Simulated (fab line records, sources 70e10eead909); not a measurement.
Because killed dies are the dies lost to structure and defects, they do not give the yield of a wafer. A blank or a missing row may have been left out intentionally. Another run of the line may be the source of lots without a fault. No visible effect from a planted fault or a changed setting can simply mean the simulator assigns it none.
The same fault as seen by 2 desks -- flow nandHarc -- each desk holds nothing but its own numbers, with what lay behind them at the end

## FROM THE METROLOGY DESK
What the gauges read for every lot (on any tool): the sampled wafers with a number, averaged. Any lot whose mean is over 4 standard deviations away from the usual mean is out of limits and marked OUT; that distance is given in the brackets.
Columns: A = thkNm at NHARC_A_ONON_D1_THK_MEAS_21, usual 1003 nm
lot,first seen here,A
L859,day 8 13:38,1010
L860,day 8 13:51,1003
L862,day 8 13:58,998
L863,day 9 01:43,997
L867,day 10 06:13,989
L871,day 11 06:50,1452 (+47) OUT
L873,day 11 10:53,1313 (+33) OUT
L875,day 11 20:47,989
L874,day 11 20:48,1316 (+33) OUT
L878,day 12 17:35,1021
L879,day 12 17:56,1013
L882,day 14 04:29,1010
Finding of this desk: L871, L873, L874 out of limits; the first was L871 at day 11 06:50, on thkNm at NHARC_A_ONON_D1_THK_MEAS_21. L859, L860, L862, L863, L867, L875, L878, L879, L882 stayed within limits.

## DESK OF THE TOOL OWNER: pecvdOnon-02
The tool's own readings at NHARC_A_ONON_D1_DEP_19 (target thk 1000 nm): means of the sampled wafers that have a number, for each lot that ran on this tool. Any lot whose mean is over 4 standard deviations away from the usual mean is out of limits and marked OUT; that distance is given in the brackets.
Columns: A = n2oFlowSccm at NHARC_A_ONON_D1_DEP_19, usual 2000 sccm; B = nh3FlowSccm at NHARC_A_ONON_D1_DEP_19, usual 500.1 sccm
lot,first seen here,A,B
L859,day 8 13:08,2004,501.2
L863,day 9 01:12,1998,500.0
L867,day 10 05:45,1999,498.5
L871,day 11 06:23,1994,498.4
L873,day 11 10:29,1997,500.3
L874,day 11 20:17,2008,500.8
Finding of this desk: none of the 6 lots has anything out of limits.

## ALL TOGETHER
On L871, L873, L874, the metrology desk was in a position to raise an alarm at day 11 06:50.
The tool owner's desk saw nothing out of limits.
The tool owner's desk has L871, L873, L874 on record, within its limits.
All the named lots went through NHARC_A_ONON_D1_DEP_19 on pecvdOnon-02.

## WHAT HAD BEEN PUT IN BY THE SIMULATOR
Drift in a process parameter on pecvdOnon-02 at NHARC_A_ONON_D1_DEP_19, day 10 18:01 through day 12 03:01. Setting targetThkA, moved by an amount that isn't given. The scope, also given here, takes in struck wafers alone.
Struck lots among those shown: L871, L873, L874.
Per desk, hours elapsed from the start of the fault to the first reading out of limits: for the metrology desk, 13.
